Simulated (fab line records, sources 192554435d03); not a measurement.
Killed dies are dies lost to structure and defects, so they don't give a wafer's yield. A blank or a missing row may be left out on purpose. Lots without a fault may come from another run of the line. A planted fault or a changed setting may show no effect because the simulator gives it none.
Chamber matching | flow n5_finfet | N5_GATE_CUT_ALD_22 on ald_sin-04: 4 sister chambers
The step deposits SiNx, target thk 16 nm, pulse time 1 s, ald cycles 320. 4 wafers are shown with their chamber, then 10 later ones without.

WAFERS WITH THEIR CHAMBER
wafer  | chamber | heater_power_w (W)
L080.1 | 1       | 1018
L080.4 | 3       | 1071
L081.1 | 2       | 907
L081.3 | 0       | 756

WAFERS WITHOUT THEIR CHAMBER
wafer  | heater_power_w (W)
L081.5 | 1045
L089.3 | 1024
L089.4 | 897
L089.6 | 913
L094.1 | 732
L094.2 | 1044
L094.6 | 1035
L095.1 | 744
L095.3 | 977
L095.5 | 1039

WHICH CHAMBER EACH WENT THROUGH
wafer  | from the rows above     | in truth
L081.5 | can't be placed: 3 or 1 | 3
L089.3 | can't be placed: 1 or 3 | 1
L089.4 | 2                       | 2
L089.6 | 2                       | 2
L094.1 | 0                       | 0
L094.2 | can't be placed: 1 or 3 | 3
L094.6 | can't be placed: 1 or 3 | 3
L095.1 | 0                       | 0
L095.3 | can't be placed: 1 or 2 | 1
L095.5 | can't be placed: 1 or 3 | 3
Placed correctly: 4 of 10. Can't be placed from these rows: 6 (the true chamber is among the candidates in 6). Placed wrongly: 0.
How it was worked out, from the rows above alone: a wafer's distance from a chamber is the root of the sum, over the readings, of the square of ((its reading less the chamber's mean) divided by the reading's scatter). The wafer belongs to the nearest chamber; if the next one is less than 2 further off, it can't be placed. A chamber's mean is the mean of its shown wafers. The scatter: with one shown wafer a chamber, the root of the mean of the squares of how far each hidden wafer lies from its nearest shown one.
